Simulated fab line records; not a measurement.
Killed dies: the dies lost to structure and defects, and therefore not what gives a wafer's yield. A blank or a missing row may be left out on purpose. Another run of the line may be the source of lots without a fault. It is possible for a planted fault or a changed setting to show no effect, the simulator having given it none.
What tool caused it?	flow n5_finfet	Sampling: 10 lots, 30 wafers, 5 of 1938 route steps

== WHAT THE GAUGES READ, wafer by wafer ==
N5_BEOL_M4_RC_MEAS_101.
lot	measured	on	DIBL_N (mV/V)
L338	day 8 12:34	prober-02	36.4 36.8 34.2
L340	day 9 03:29	prober-01	37.1 35.7 36.9
L343	day 10 01:58	prober-01	36.1 35.1 34.5
L345	day 10 17:31	prober-02	35.0 35.8 35.3
L346	day 10 20:30	prober-01	35.7 36.9 37.6
L349	day 11 18:20	prober-01	34.3 34.6 35.2
L353	day 12 05:59	prober-02	40.7 37.8 38.3
L351	day 12 08:04	prober-02	36.4 38.5 36.7
L355	day 13 07:33	prober-02	36.0 36.4 36.4
L358	day 13 09:50	prober-02	34.1 37.0 35.6

== WHAT TOOL EACH LOT RAN ON (gives the tool, then ch and the chambers of the sampled wafers, and finally the start) ==
lot	N5_BEOL_M3_SPUTTER_79	N5_BEOL_M3_SPUTTER_86	N5_BEOL_M3_SPUTTER_88	N5_BEOL_M3_ANNEAL_93
L338	pvd_sputter-03, day 8 01:05	pvd_sputter-03, day 8 01:32	pvd_sputter-03, day 8 01:45	pvd_sputter-03, day 8 02:16
L340	pvd_sputter-01, day 8 12:19	pvd_sputter-01, day 8 12:45	pvd_sputter-01, day 8 12:58	pvd_sputter-01, day 8 13:29
L343	pvd_sputter-01, day 9 08:40	pvd_sputter-01, day 9 09:25	pvd_sputter-01, day 9 09:38	pvd_sputter-01, day 9 10:09
L345	pvd_sputter-02, day 9 12:08	pvd_sputter-02, day 9 12:35	pvd_sputter-02, day 9 12:48	pvd_sputter-02, day 9 13:19
L346	pvd_sputter-03, day 10 04:28	pvd_sputter-03, day 10 04:55	pvd_sputter-03, day 10 05:08	pvd_sputter-03, day 10 05:39
L349	pvd_sputter-03, day 11 00:19	pvd_sputter-03, day 11 00:46	pvd_sputter-03, day 11 00:59	pvd_sputter-03, day 11 01:30
L353	pvd_sputter-02, day 11 18:03	pvd_sputter-02, day 11 18:29	pvd_sputter-02, day 11 18:43	pvd_sputter-02, day 11 19:14
L351	pvd_sputter-01, day 11 18:11	pvd_sputter-01, day 11 18:38	pvd_sputter-01, day 11 18:51	pvd_sputter-01, day 11 19:22
L355	pvd_sputter-03, day 12 20:49	pvd_sputter-03, day 12 21:16	pvd_sputter-03, day 12 21:29	pvd_sputter-03, day 12 22:00
L358	pvd_sputter-01, day 12 22:29	pvd_sputter-01, day 12 22:55	pvd_sputter-01, day 12 23:08	pvd_sputter-01, day 12 23:40
- N5_BEOL_M3_SPUTTER_79: material Cu, target thk 4.5 nm, time 8.29 s.
- N5_BEOL_M3_SPUTTER_86: material Cu, target thk 4.5 nm, time 8.29 s.
- N5_BEOL_M3_SPUTTER_88: material Cu, target thk 4.5 nm, time 8.29 s.
- N5_BEOL_M3_ANNEAL_93: time 240 s.

== THE ANSWER, worked out from the rows above alone ==
Rule: what is usual is taken from the lots themselves. Put in order of their means at a reading, lots are off if they are a third of the lots or fewer, leave a main group of 4 or more, and stand apart from it by a gap of 3 or more times the standard deviation of the main group's means; of several such gaps the widest counts. Not used: any main group whose means are identical at the precision the tables above print for the reading. Also off: a lot with no number at a reading for which 4 or more lots have one. All remaining lots with rows at the step are treated as sound.
No lot is off at any reading shown: from this, nothing can be told.

== WHAT THE SIMULATOR HAD INSERTED ==
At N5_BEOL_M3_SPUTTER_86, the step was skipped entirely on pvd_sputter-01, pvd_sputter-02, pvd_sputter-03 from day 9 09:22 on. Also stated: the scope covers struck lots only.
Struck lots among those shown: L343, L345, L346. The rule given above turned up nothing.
